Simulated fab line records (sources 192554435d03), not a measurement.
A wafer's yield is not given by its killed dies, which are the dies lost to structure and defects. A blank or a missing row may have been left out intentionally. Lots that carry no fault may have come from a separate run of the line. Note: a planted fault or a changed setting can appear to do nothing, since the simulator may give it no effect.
What tool caused it? | flow n5_finfet | 41 wafers from 14 lots sampled at 7 of the route's 1938 steps

== WHAT THE GAUGES READ, wafer by wafer ==
N5_SD_EPI_P_INSPECT_11: inspects for defects (macro). Usual: raw_defect_count reads 2.0 (standard deviation 1.3).
lot  | measured    | on                | raw_defect_count | flag
L361 | day 3 12:04 | defect_inspect-01 | 1 3 1            |
L365 | day 4 11:44 | defect_inspect-01 | 3 1              |
L366 | day 4 22:05 | defect_inspect-02 | 0 3 2            |
L371 | day 5 22:58 | defect_inspect-01 | 0 3 5            |
L373 | day 6 12:25 | defect_inspect-01 | 3 2 3            |
L374 | day 6 17:06 | defect_inspect-02 | 3 0 2            |
L376 | day 7 04:52 | defect_inspect-02 | 2 4 1            |
L377 | day 7 10:15 | defect_inspect-02 | 0 2 1            |
L378 | day 7 16:59 | defect_inspect-01 | 2 3 2            |
L379 | day 7 22:54 | defect_inspect-02 | 3 4 4            |
L380 | day 8 04:09 | defect_inspect-02 | 5 1 0            |
L381 | day 8 10:04 | defect_inspect-01 | 2 1 1            |
L382 | day 8 21:37 | defect_inspect-01 | 2 0 4            |
L383 | day 9 00:52 | defect_inspect-02 | 1 4 1            |

N5_SD_EPI_P_EPI_MEAS_23. Usual: thk_nm reads 60.9 nm (standard deviation 1.2).
lot  | measured    | on            | thk_nm (nm)    | flag
L361 | day 3 15:53 | film_metro-01 | 59.6 60.2 61.6 |
L365 | day 4 15:21 | film_metro-01 | 61.5 87.0      | OFF
L366 | day 5 01:40 | film_metro-01 | 61.2 61.8 58.8 |
L371 | day 6 02:52 | film_metro-01 | 58.4 88.1 58.4 | OFF
L373 | day 6 16:14 | film_metro-01 | 61.2 60.8 60.4 |
L374 | day 6 20:42 | film_metro-01 | 62.7 59.2 62.9 |
L376 | day 7 09:57 | film_metro-02 | 61.0 60.5 60.2 |
L377 | day 7 13:49 | film_metro-01 | 59.7 62.8 62.6 |
L378 | day 7 20:34 | film_metro-01 | 59.8 59.6 60.8 |
L379 | day 8 02:49 | film_metro-01 | 62.2 63.1 60.5 |
L380 | day 8 07:55 | film_metro-01 | 61.4 62.5 61.2 |
L381 | day 8 13:39 | film_metro-01 | 60.2 60.0 58.7 |
L382 | day 9 01:13 | film_metro-01 | 62.1 60.3 61.1 |
L383 | day 9 04:26 | film_metro-02 | 60.3 60.5 60.9 |

N5_SD_ACTIVATION_RS_MEAS_03: the measuring method here is four-point-probe. Usual: RS_SD_N 21.9 ohm/sq, standard deviation 0.31; RS_SD_P 56.1 ohm/sq, standard deviation 0.95.
lot  | measured    | on            | RS_SD_N (ohm/sq) | RS_SD_P (ohm/sq) | flag
L361 | day 3 16:31 | film_metro-01 | 22.3 22.3 22.2   | 56.3 56.7 55.4   |
L365 | day 4 16:13 | film_metro-01 | 22.0 22.2        | 55.5 37.8        | OFF
L366 | day 5 02:16 | film_metro-02 | 21.5 21.8 22.1   | 55.2 55.2 55.1   |
L371 | day 6 03:38 | film_metro-01 | 21.9 22.1 21.6   | 58.0 39.3 57.7   | OFF
L373 | day 6 16:53 | film_metro-02 | 21.6 21.6 21.3   | 54.9 54.8 55.2   |
L374 | day 6 22:22 | film_metro-01 | 21.9 22.0 21.8   | 56.0 56.5 56.8   |
L376 | day 7 10:34 | film_metro-02 | 21.7 21.5 21.6   | 56.6 56.2 56.3   |
L377 | day 7 14:28 | film_metro-02 | 22.2 21.8 22.1   | 56.3 54.6 55.4   |
L378 | day 7 21:19 | film_metro-02 | 22.6 22.5 22.1   | 56.2 56.6 56.8   |
L379 | day 8 03:25 | film_metro-02 | 21.8 21.5 21.8   | 55.5 54.9 54.9   |
L380 | day 8 08:32 | film_metro-02 | 21.8 22.1 21.9   | 56.1 56.0 56.6   |
L381 | day 8 14:21 | film_metro-01 | 21.5 21.5 21.2   | 56.0 56.2 57.1   |
L382 | day 9 01:49 | film_metro-02 | 22.2 22.3 21.9   | 55.3 55.5 56.0   |
L383 | day 9 05:04 | film_metro-02 | 21.2 21.7 21.2   | 57.3 57.8 58.0   |

N5_BEOL_M4_RC_MEAS_101. Usual: DIBL_N 36.7 mV/V, standard deviation 1.8; DIBL_P 37.0 mV/V, standard deviation 2.4; IOFF_N 0.17 nA/um, standard deviation 0.036; IOFF_P 0.22 nA/um, standard deviation 0.042; ION_N 673 uA/um, standard deviation 12; ION_P 462 uA/um, standard deviation 8.5; REXT_P 100.4 ohm.um, standard deviation 2.2; RS_SD_P 65.8 ohm/sq, standard deviation 1; SS_N 71.7 mV/dec, standard deviation 0.62; SS_P 73.4 mV/dec, standard deviation 0.65; VT_N 250 mV, standard deviation 3.7; VT_P -250 mV, standard deviation 3.7.
lot  | measured     | on        | DIBL_N (mV/V)  | DIBL_P (mV/V)  | IOFF_N (nA/um) | IOFF_P (nA/um) | ION_N (uA/um) | ION_P (uA/um) | REXT_P (ohm.um)   | RS_SD_P (ohm/sq) | SS_N (mV/dec)  | SS_P (mV/dec)  | VT_N (mV)   | VT_P (mV)      | flag
L361 | day 8 20:34  | prober-02 | 38.5 38.2 37.8 | 39.0 39.0 37.4 | 0.19 0.21 0.19 | 0.25 0.24 0.22 | 671 675 667   | 461 460 457   | 101.5 101.0 102.9 | 66.0 66.2 65.3   | 71.5 71.9 72.0 | 73.3 74.6 73.4 | 250 245 250 | -250 -250 -249 |
L365 | day 9 12:34  | prober-01 | 37.7 34.6      | 38.4 34.7      | 0.17 0.13      | 0.21 0.19      | 670 671       | 455 468       | 99.6 94.1         | 65.6 44.7        | 72.2 71.1      | 73.5 72.0      | 251 252     | -253 -250      | OFF
L366 | day 10 17:13 | prober-01 | 35.5 36.9 39.9 | 35.9 37.3 40.9 | 0.15 0.17 0.24 | 0.21 0.22 0.27 | 669 669 687   | 461 460 463   | 98.2 96.8 98.4    | 64.7 65.5 65.4   | 71.5 72.1 73.2 | 72.5 73.8 74.7 | 248 250 244 | -252 -252 -250 |
L371 | day 10 21:02 | prober-02 | 37.4 36.3 37.2 | 38.1 37.2 36.4 | 0.18 0.16 0.16 | 0.23 0.27 0.21 | 675 687 689   | 459 485 470   | 102.7 94.7 102.0  | 67.1 46.3 66.9   | 71.5 71.8 71.9 | 74.1 73.4 73.1 | 248 249 248 | -251 -244 -250 | OFF
L373 | day 12 07:16 | prober-01 | 34.9 35.1 34.5 | 37.2 36.2 36.0 | 0.14 0.13 0.13 | 0.22 0.19 0.19 | 669 664 674   | 465 460 463   | 97.2 98.2 97.2    | 64.1 64.3 64.6   | 70.8 71.2 71.3 | 73.9 74.0 73.4 | 252 255 250 | -251 -253 -253 |
L374 | day 12 16:13 | prober-01 | 36.7 35.1 37.1 | 38.6 35.9 38.7 | 0.16 0.14 0.19 | 0.23 0.18 0.23 | 667 662 691   | 458 453 466   | 98.2 99.5 99.6    | 66.0 65.3 65.4   | 71.5 72.0 71.7 | 74.3 74.2 74.5 | 250 252 245 | -251 -257 -253 |
L376 | day 12 08:33 | prober-02 | 34.4 36.2 34.7 | 35.6 37.1 35.4 | 0.13 0.15 0.13 | 0.18 0.22 0.18 | 669 677 654   | 461 474 457   | 99.8 98.8 99.0    | 67.0 66.5 66.1   | 69.5 71.6 71.0 | 72.7 73.1 73.0 | 251 249 251 | -253 -247 -251 |
L377 | day 12 18:59 | prober-02 | 39.3 40.1 37.9 | 41.1 41.8 40.0 | 0.23 0.24 0.21 | 0.29 0.32 0.28 | 690 694 692   | 478 473 478   | 100.7 100.2 99.1  | 66.5 63.9 65.5   | 71.9 72.3 72.5 | 73.8 74.4 74.2 | 243 243 243 | -244 -242 -242 |
L378 | day 12 23:07 | prober-02 | 38.5 36.2 35.7 | 35.5 32.7 33.9 | 0.19 0.14 0.16 | 0.22 0.17 0.20 | 677 662 686   | 463 453 471   | 101.9 101.9 99.5  | 66.3 66.8 67.0   | 73.4 71.1 71.4 | 73.6 72.6 72.8 | 249 253 250 | -246 -251 -249 |
L379 | day 13 12:44 | prober-02 | 39.0 38.3 39.3 | 38.1 37.9 38.2 | 0.20 0.18 0.21 | 0.21 0.22 0.22 | 679 678 677   | 459 469 456   | 100.2 100.0 100.0 | 65.5 64.4 64.7   | 72.0 72.0 72.1 | 72.6 73.0 73.0 | 248 247 248 | -252 -251 -249 |
L380 | day 13 12:33 | prober-01 | 35.7 36.7 32.1 | 34.9 36.2 30.0 | 0.15 0.17 0.10 | 0.19 0.22 0.14 | 678 686 662   | 461 464 456   | 102.2 101.1 102.6 | 64.4 64.5 65.9   | 71.4 71.0 70.7 | 73.1 73.8 72.4 | 251 250 256 | -249 -249 -255 |
L381 | day 13 14:30 | prober-02 | 38.1 39.6 37.0 | 36.4 38.4 35.7 | 0.17 0.20 0.15 | 0.25 0.29 0.23 | 687 671 683   | 471 462 470   | 99.0 98.0 100.0   | 66.0 65.4 66.4   | 71.4 72.5 70.7 | 73.9 73.2 73.3 | 247 250 249 | -248 -247 -248 |
L382 | day 14 18:44 | prober-02 | 37.6 36.9 36.6 | 38.4 37.5 37.7 | 0.18 0.16 0.16 | 0.24 0.22 0.23 | 684 671 676   | 467 460 469   | 100.5 100.7 100.7 | 65.5 65.3 65.6   | 72.0 71.8 71.8 | 72.7 73.1 73.9 | 248 249 249 | -250 -254 -251 |
L383 | day 15 19:44 | prober-01 | 36.6 36.8 35.9 | 36.4 35.9 35.0 | 0.15 0.16 0.14 | 0.19 0.20 0.18 | 669 682 670   | 454 464 455   | 98.9 100.0 99.6   | 67.1 67.7 67.9   | 71.8 71.9 71.6 | 72.8 73.6 73.4 | 251 248 251 | -252 -253 -254 |

== TOOL THAT RAN EACH LOT (tool first, then ch and the chambers of the sampled wafers, then the start) ==
lot  | N5_SD_EPI_N_ETCH_16               | N5_SD_EPI_N_STRIP_38                | N5_SD_EPI_P_EPI_21
L361 | rie_diel-04 ch 0,2, day 3 08:16   | plasma_asher-01 ch 0,1, day 3 08:27 | epi_rpcvd-04 ch 0, day 3 14:02
L365 | rie_diel-04 ch 1,2, day 4 07:14   | plasma_asher-02 ch 0,1, day 4 07:24 | epi_rpcvd-04 ch 0, day 4 13:08
L366 | rie_diel-02 ch 1,2,3, day 4 17:08 | plasma_asher-02 ch 0,1, day 4 17:18 | epi_rpcvd-03 ch 0, day 4 23:28
L371 | rie_diel-04 ch 1,2,3, day 5 19:18 | plasma_asher-02 ch 0,1, day 5 19:28 | epi_rpcvd-04 ch 0, day 6 00:40
L373 | rie_diel-02 ch 1,2, day 6 08:26   | plasma_asher-01 ch 0,1, day 6 08:49 | epi_rpcvd-02 ch 0, day 6 14:45
L374 | rie_diel-02 ch 0,2,3, day 6 12:41 | plasma_asher-01 ch 0,1, day 6 12:52 | epi_rpcvd-03 ch 0, day 6 18:29
L376 | rie_diel-02 ch 1,2,3, day 7 01:02 | plasma_asher-02 ch 0,1, day 7 01:14 | epi_rpcvd-03 ch 0, day 7 07:31
L377 | rie_diel-01 ch 0,3, day 7 06:28   | plasma_asher-01 ch 0,1, day 7 06:38 | epi_rpcvd-02 ch 0, day 7 12:21
L378 | rie_diel-04 ch 2,3, day 7 13:10   | plasma_asher-01 ch 0,1, day 7 13:20 | epi_rpcvd-02 ch 0, day 7 18:44
L379 | rie_diel-01 ch 1,2,3, day 7 19:14 | plasma_asher-02 ch 0,1, day 7 19:24 | epi_rpcvd-02 ch 0, day 8 00:37
L380 | rie_diel-02 ch 2,3, day 8 00:20   | plasma_asher-02 ch 0,1, day 8 00:31 | epi_rpcvd-03 ch 0, day 8 05:44
L381 | rie_diel-01 ch 0,1,2, day 8 06:16 | plasma_asher-01 ch 0,1, day 8 06:26 | epi_rpcvd-04 ch 0, day 8 11:49
L382 | rie_diel-04 ch 0,2,3, day 8 17:46 | plasma_asher-01 ch 0,1, day 8 17:56 | epi_rpcvd-04 ch 0, day 8 23:01
L383 | rie_diel-04 ch 0,2,3, day 8 20:45 | plasma_asher-01 ch 0,1, day 8 20:55 | epi_rpcvd-02 ch 0, day 9 02:14
- N5_SD_EPI_N_ETCH_16: etches SiO2 in CHF3/O2, target depth 5 nm.
- N5_SD_EPI_N_STRIP_38: strips in N2/H2.
- N5_SD_EPI_P_EPI_21: deposits SiGe:B, time 355 s.

== WHAT THE TOOLS THEMSELVES READ (means of the sampled wafers that have a number; where no wafer has one, the mark that the record gives instead) ==
N5_SD_EPI_N_ETCH_16. Usual: drypump_motor_current_A 5.7 A, standard deviation 0.45; oes_product_au 0.79 a.u., standard deviation 0.092; rf_vpp_V 522 V, standard deviation 10; showerhead_plenum_p_Torr 2.42 Torr, standard deviation 0.095; throttle_valve_pct 18.83 %, standard deviation 0.18.
lot  | tool        | drypump_motor_current_A (A) | oes_product_au (a.u.) | rf_vpp_V (V) | showerhead_plenum_p_Torr (Torr) | throttle_valve_pct (%) | flag
L361 | rie_diel-04 | 5.7                         | 0.84                  | 518          | 2.35                            | 18.72                  |
L365 | rie_diel-04 | 6.1                         | 0.80                  | 510          | 2.43                            | 18.85                  |
L366 | rie_diel-02 | 5.8                         | 0.75                  | 518          | 2.38                            | 18.89                  |
L371 | rie_diel-04 | 6.0                         | 0.80                  | 513          | 2.43                            | 18.86                  |
L373 | rie_diel-02 | 5.8                         | 0.76                  | 517          | 2.32                            | 18.90                  |
L374 | rie_diel-02 | 5.6                         | 0.71                  | 516          | 2.40                            | 18.92                  |
L376 | rie_diel-02 | 5.7                         | 0.73                  | 518          | 2.38                            | 18.92                  |
L377 | rie_diel-01 | 4.9                         | 0.82                  | 523          | 2.49                            | 18.69                  |
L378 | rie_diel-04 | 5.8                         | 0.82                  | 516          | 2.39                            | 18.78                  |
L379 | rie_diel-01 | 5.5                         | 0.82                  | 528          | 2.49                            | 18.78                  |
L380 | rie_diel-02 | 5.7                         | 0.69                  | 518          | 2.42                            | 18.94                  |
L381 | rie_diel-01 | 5.5                         | 0.77                  | 533          | 2.44                            | 18.94                  |
L382 | rie_diel-04 | 5.7                         | 0.84                  | 523          | 2.44                            | 18.71                  |
L383 | rie_diel-04 | 5.8                         | 0.84                  | 522          | 2.44                            | 18.72                  |

N5_SD_EPI_N_STRIP_38. Usual: drypump_motor_current_A 5.7 A, standard deviation 0.34; heater_power_w 317 W, standard deviation 37; oes_product_au 0.761 a.u., standard deviation 0.0096.
lot  | tool            | drypump_motor_current_A (A) | heater_power_w (W) | oes_product_au (a.u.) | flag
L361 | plasma_asher-01 | 5.5                         | 296                | 0.757                 |
L365 | plasma_asher-02 | 6.0                         | 318                | 0.754                 |
L366 | plasma_asher-02 | 6.0                         | 322                | 0.761                 |
L371 | plasma_asher-02 | 5.9                         | 317                | 0.756                 |
L373 | plasma_asher-01 | 5.3                         | 327                | 0.760                 |
L374 | plasma_asher-01 | 5.5                         | 298                | 0.760                 |
L376 | plasma_asher-02 | 6.1                         | 324                | 0.756                 |
L377 | plasma_asher-01 | 5.3                         | 327                | 0.761                 |
L378 | plasma_asher-01 | 5.5                         | 299                | 0.761                 |
L379 | plasma_asher-02 | 5.9                         | 318                | 0.759                 |
L380 | plasma_asher-02 | 5.9                         | 318                | 0.760                 |
L381 | plasma_asher-01 | 5.5                         | 292                | 0.757                 |
L382 | plasma_asher-01 | 5.4                         | 329                | 0.764                 |
L383 | plasma_asher-01 | 5.5                         | 295                | 0.769                 |

N5_SD_EPI_P_EPI_21. Usual: susceptor_temp_C_max reads 551.3 (standard deviation 0.44).
lot  | tool         | susceptor_temp_C_max | flag
L361 | epi_rpcvd-04 | 551.1                |
L365 | epi_rpcvd-04 | 551.1                |
L366 | epi_rpcvd-03 | 550.9                |
L371 | epi_rpcvd-04 | 551.1                |
L373 | epi_rpcvd-02 | 552.0                |
L374 | epi_rpcvd-03 | 551.3                |
L376 | epi_rpcvd-03 | 551.5                |
L377 | epi_rpcvd-02 | 551.3                |
L378 | epi_rpcvd-02 | 551.5                |
L379 | epi_rpcvd-02 | 551.8                |
L380 | epi_rpcvd-03 | 551.0                |
L381 | epi_rpcvd-04 | 551.2                |
L382 | epi_rpcvd-04 | 550.9                |
L383 | epi_rpcvd-02 | 551.7                |

== THE ANSWER, worked out from the rows above alone ==
Rule: a lot is off if the mean of its wafers that have a number lies more than 3 standard deviations from the usual mean. Also off: a lot with no number at a reading for which 4 or more lots have one. Any other lot the step has rows for is counted as sound. After the gauges, taken in route order, come the tools' own readings; for these a lot's mean is taken, as printed above. The first step at which some lot is off is used, and at that step the reading that is off furthest; a lot without a number counts as furthest.
Off: L365, L371, at N5_SD_EPI_P_EPI_MEAS_23 (thk_nm).
If a tool, at a process step before that reading, ran all the lots that are off and no sound lot after the first of them, it fits. Not tried: the gauges at N5_SD_EPI_P_EPI_MEAS_23; whatever is off there is also off at N5_BEOL_M4_RC_MEAS_101, on other tools, and gauge error can't account for it. Not one of the candidates tried fits.

== WHAT THE SIMULATOR HAD INSERTED ==
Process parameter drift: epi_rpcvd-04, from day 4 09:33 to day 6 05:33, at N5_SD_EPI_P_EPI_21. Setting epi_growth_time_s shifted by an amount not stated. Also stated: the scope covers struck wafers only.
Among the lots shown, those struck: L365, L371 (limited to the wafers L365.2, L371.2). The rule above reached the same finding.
